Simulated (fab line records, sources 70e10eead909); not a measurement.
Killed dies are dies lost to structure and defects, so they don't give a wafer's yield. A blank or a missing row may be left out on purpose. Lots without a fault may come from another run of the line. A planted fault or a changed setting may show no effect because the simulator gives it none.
Which tool did it? | flow nand_harc | 12 lots, 36 wafers sampled, at 6 steps of a route of 1302

WHAT THE GAUGES READ, wafer by wafer
NHARC_A_ONON_D2_THK_MEAS_14: measures by ellipsometry. Usual: thk_nm 1003 nm, standard deviation 7.2.
lot  | measured     | on            | thk_nm (nm)    | flag
L320 | day 13 01:00 | film_metro-02 | 1012 1010 1013 |
L319 | day 13 00:59 | film_metro-01 | 1008 1007 1010 |
L321 | day 13 17:09 | film_metro-02 | 1010 1012 1010 |
L322 | day 14 05:44 | film_metro-02 | 1000 997 998   |
L323 | day 14 05:52 | film_metro-01 | 999 998 998    |
L325 | day 14 21:17 | film_metro-02 | 994 994 995    |
L327 | day 15 22:55 | film_metro-01 | 1010 1011 1012 |
L328 | day 16 10:51 | film_metro-02 | 1451 1455 1452 | OFF
L330 | day 16 23:12 | film_metro-01 | 1444 1444 1445 | OFF
L338 | day 20 01:23 | film_metro-02 | 1008 1007 1009 |
L339 | day 21 01:04 | film_metro-01 | 993 995 994    |
L340 | day 21 02:55 | film_metro-01 | 1000 1001 999  |

NHARC_END_SORT_01. Usual: killed_at_array 59, standard deviation 17; killed_at_other 0.9, standard deviation 1.6; killed_at_periphery 3.7, standard deviation 2.3; killed_dies 64, standard deviation 17; killed_open 3.3, standard deviation 1.8; killed_short 2.4, standard deviation 1.6.
lot  | measured     | on        | killed_at_array | killed_at_other | killed_at_periphery | killed_dies | killed_open | killed_short | flag
L328 | day 28 19:49 | prober-01 | 666 672 669     | 5 2 1           | 6 3 7               | 677 677 677 | 3 5 3       | 3 1 4        | OFF
L330 | day 29 05:31 | prober-02 | 676 673 675     | 1 1 2           | 0 3 0               | 677 677 677 | 3 3 3       | 2 5 8        | OFF

WHICH TOOL RAN EACH LOT (tool, then ch and the chambers of the sampled wafers, then the start)
lot  | NHARC_A_CHANNEL_HOLE_D1_ETCH_44    | NHARC_A_CHANNEL_HOLE_D1_XSEM_31 | NHARC_A_CHANNEL_FILL_D1_CMP_10 | NHARC_A_ONON_D2_DEP_12
L320 | rie_diel-07 ch 0,1,3, day 9 11:55  | xsem-01 ch 0, day 9 12:54       | cmp-03 ch 1,2,3, day 11 12:38  | pecvd_onon-04 ch 0, day 13 00:29
L319 | rie_diel-07 ch 1,3, day 9 13:17    | xsem-02 ch 0, day 9 14:19       | cmp-03 ch 0,1,2, day 11 16:17  | pecvd_onon-03 ch 0, day 13 00:35
L321 | rie_diel-07 ch 0,2,3, day 10 03:08 | xsem-02 ch 0, day 10 04:02      | cmp-03 ch 0,1,2, day 12 04:35  | pecvd_onon-03 ch 0, day 13 16:38
L322 | rie_diel-07 ch 1,2,3, day 10 10:18 | xsem-01 ch 0, day 10 11:11      | cmp-03 ch 0,2,3, day 12 12:42  | pecvd_onon-03 ch 0, day 14 05:17
L323 | rie_diel-06 ch 0,2, day 10 11:29   | xsem-02 ch 0, day 10 12:23      | cmp-02 ch 0,1,2, day 12 19:01  | pecvd_onon-01 ch 0, day 14 05:22
L325 | rie_diel-07 ch 1,2,3, day 11 03:37 | xsem-02 ch 0, day 11 04:31      | cmp-04 ch 0,1,2, day 13 04:43  | pecvd_onon-04 ch 0, day 14 20:46
L327 | rie_diel-07 ch 1,2,3, day 12 05:54 | xsem-01 ch 0, day 12 06:50      | cmp-03 ch 0,2,3, day 14 09:04  | pecvd_onon-04 ch 0, day 15 22:24
L328 | rie_diel-07 ch 1,2, day 12 14:05   | xsem-01 ch 0, day 12 14:58      | cmp-04 ch 1,2,3, day 14 17:06  | pecvd_onon-04 ch 0, day 16 10:24
L330 | rie_diel-09 ch 0,1,2, day 13 05:28 | xsem-02 ch 0, day 13 06:21      | cmp-02 ch 0,2, day 15 06:50    | pecvd_onon-04 ch 0, day 16 22:44
L338 | rie_diel-07 ch 1,2,3, day 16 09:22 | xsem-01 ch 0, day 16 10:14      | cmp-02 ch 2,3, day 18 11:14    | pecvd_onon-04 ch 0, day 20 00:53
L339 | rie_diel-07 ch 0,2, day 17 09:26   | xsem-01 ch 0, day 17 10:18      | cmp-04 ch 0,1,3, day 19 10:48  | pecvd_onon-01 ch 0, day 21 00:34
L340 | rie_diel-09 ch 0,1,2, day 17 13:36 | xsem-02 ch 0, day 17 14:29      | cmp-03 ch 0,1,2, day 19 14:29  | pecvd_onon-04 ch 0, day 21 02:25
- NHARC_A_CHANNEL_HOLE_D1_ETCH_44: etches the open film in CF4/O2, target depth 140 nm, overetch 14 nm, time 77 s.
- NHARC_A_CHANNEL_HOLE_D1_XSEM_31
- NHARC_A_CHANNEL_FILL_D1_CMP_10: polishes, target thk 150 nm.
- NHARC_A_ONON_D2_DEP_12: target thk 1000 nm.

WHAT THE TOOLS THEMSELVES READ (means of the sampled wafers that have a number; where no wafer has one, the mark that the record gives instead)
NHARC_A_CHANNEL_HOLE_D1_ETCH_44. Usual: drypump_motor_current_A 6.0 A, standard deviation 0.39; mfc_ar_sccm 0.017 sccm, standard deviation 0.016; oes_product_au 1.001 a.u., standard deviation 0.014; rf_vpp_V 197.9 V, standard deviation 1.5; showerhead_plenum_p_Torr 1.34 Torr, standard deviation 0.064; throttle_valve_pct 13.396 %, standard deviation 0.009.
lot  | tool        | drypump_motor_current_A (A) | mfc_ar_sccm (sccm) | oes_product_au (a.u.) | rf_vpp_V (V) | showerhead_plenum_p_Torr (Torr) | throttle_valve_pct (%) | flag
L320 | rie_diel-07 | 6.2                         | 0.021              | 0.986                 | 198.9        | 1.38                            | 13.394                 |
L319 | rie_diel-07 | 6.2                         | 0.015              | 0.996                 | 198.2        | 1.36                            | 13.399                 |
L321 | rie_diel-07 | 6.0                         | 0.009              | 0.994                 | 199.1        | 1.35                            | 13.399                 |
L322 | rie_diel-07 | 6.1                         | 0.017              | 1.005                 | 196.6        | 1.32                            | 13.390                 |
L323 | rie_diel-06 | 5.5                         | 0.000              | 0.988                 | 197.7        | 1.37                            | 13.398                 |
L325 | rie_diel-07 | 6.1                         | 0.017              | 1.008                 | 197.4        | 1.32                            | 13.404                 |
L327 | rie_diel-07 | 6.1                         | 0.017              | 1.002                 | 197.1        | 1.32                            | 13.389                 |
L328 | rie_diel-07 | 6.2                         | 0.032              | 0.999                 | 198.3        | 1.31                            | 13.393                 |
L330 | rie_diel-09 | 5.6                         | 0.009              | 1.016                 | 197.8        | 1.34                            | 13.391                 |
L338 | rie_diel-07 | 6.1                         | 0.017              | 1.003                 | 197.7        | 1.32                            | 13.399                 |
L339 | rie_diel-07 | 5.8                         | 0.012              | 1.001                 | 197.2        | 1.30                            | 13.393                 |
L340 | rie_diel-09 | 5.6                         | 0.009              | 1.014                 | 197.4        | 1.33                            | 13.392                 |

NHARC_A_CHANNEL_HOLE_D1_XSEM_31. Usual: bot_cd_nm 74.2 nm, standard deviation 1.9; bow_nm 8.61 nm, standard deviation 0.25; tilt_deg 0.06 degrees, standard deviation 0.031.
lot  | tool    | bot_cd_nm (nm) | bow_nm (nm) | tilt_deg (degrees) | flag
L320 | xsem-01 | 73.1           | 8.95        | 0.07               |
L319 | xsem-02 | 74.5           | 8.45        | 0.06               |
L321 | xsem-02 | 73.2           | 8.85        | 0.07               |
L322 | xsem-01 | 73.6           | 8.85        | 0.02               |
L323 | xsem-02 | 77.5           | 9.26        | 0.08               |
L325 | xsem-02 | 73.6           | 8.51        | 0.07               |
L327 | xsem-01 | 73.5           | 8.68        | 0.00               |
L328 | xsem-01 | 74.5           | 8.30        | 0.05               |
L330 | xsem-02 | 73.8           | 8.79        | 0.07               |
L338 | xsem-01 | 76.3           | 8.30        | 0.05               |
L339 | xsem-01 | 72.9           | 8.67        | 0.13               |
L340 | xsem-02 | 75.8           | 8.38        | 0.08               |

NHARC_A_CHANNEL_FILL_D1_CMP_10. Usual: motor_current_A 11.7 A, standard deviation 0.96; slurry_filter_dp_kPa 13.49 kPa, standard deviation 0.13; time_to_endpoint_s 15 s, standard deviation 3.2.
lot  | tool   | motor_current_A (A) | slurry_filter_dp_kPa (kPa) | time_to_endpoint_s (s) | flag
L320 | cmp-03 | 12.3                | 13.61                      | 20                     |
L319 | cmp-03 | 11.7                | 13.53                      | 18                     |
L321 | cmp-03 | 12.1                | 13.37                      | 15                     |
L322 | cmp-03 | 11.1                | 13.48                      | 15                     |
L323 | cmp-02 | 11.8                | 13.40                      | 20                     |
L325 | cmp-04 | 11.6                | 13.61                      | 13                     |
L327 | cmp-03 | 11.6                | 13.54                      | 15                     |
L328 | cmp-04 | 10.9                | 13.43                      | 13                     |
L330 | cmp-02 | 11.4                | 13.42                      | 17                     |
L338 | cmp-02 | 12.6                | 13.62                      | 12                     |
L339 | cmp-04 | 11.6                | 13.41                      | 16                     |
L340 | cmp-03 | 11.9                | 13.50                      | 14                     |

NHARC_A_ONON_D2_DEP_12. Usual: susceptor_temp_C 400.01 C, standard deviation 0.22.
lot  | tool          | susceptor_temp_C (C) | flag
L320 | pecvd_onon-04 | 400.09               |
L319 | pecvd_onon-03 | 399.92               |
L321 | pecvd_onon-03 | 399.71               |
L322 | pecvd_onon-03 | 399.83               |
L323 | pecvd_onon-01 | 400.14               |
L325 | pecvd_onon-04 | 399.88               |
L327 | pecvd_onon-04 | 399.75               |
L328 | pecvd_onon-04 | 400.00               |
L330 | pecvd_onon-04 | 399.72               |
L338 | pecvd_onon-04 | 400.25               |
L339 | pecvd_onon-01 | 400.07               |
L340 | pecvd_onon-04 | 399.93               |

THE ANSWER, worked out from the rows above alone
Rule: a lot is off if the mean of its wafers that have a number lies more than 3 standard deviations from the usual mean. A lot without any number at a reading at which 4 lots or more have one is off too. The other lots that the step has rows for count as sound. The gauges are gone through in route order, then the tools' own readings, and for those a lot's mean is taken as printed above. The first step at which some lot is off is used, and at that step the reading that is off furthest; a lot without a number counts as furthest.
Off: L328, L330, at NHARC_A_ONON_D2_THK_MEAS_14 (thk_nm).
A tool fits if, at a process step before that reading, it ran every lot that is off, and no sound lot after the first of them. The gauges at NHARC_A_ONON_D2_THK_MEAS_14 aren't tried: what is off there is off at NHARC_END_SORT_01 too, on other tools, and a gauge's error can't cause that. None of those tried fits.

WHAT THE SIMULATOR HAD PUT IN
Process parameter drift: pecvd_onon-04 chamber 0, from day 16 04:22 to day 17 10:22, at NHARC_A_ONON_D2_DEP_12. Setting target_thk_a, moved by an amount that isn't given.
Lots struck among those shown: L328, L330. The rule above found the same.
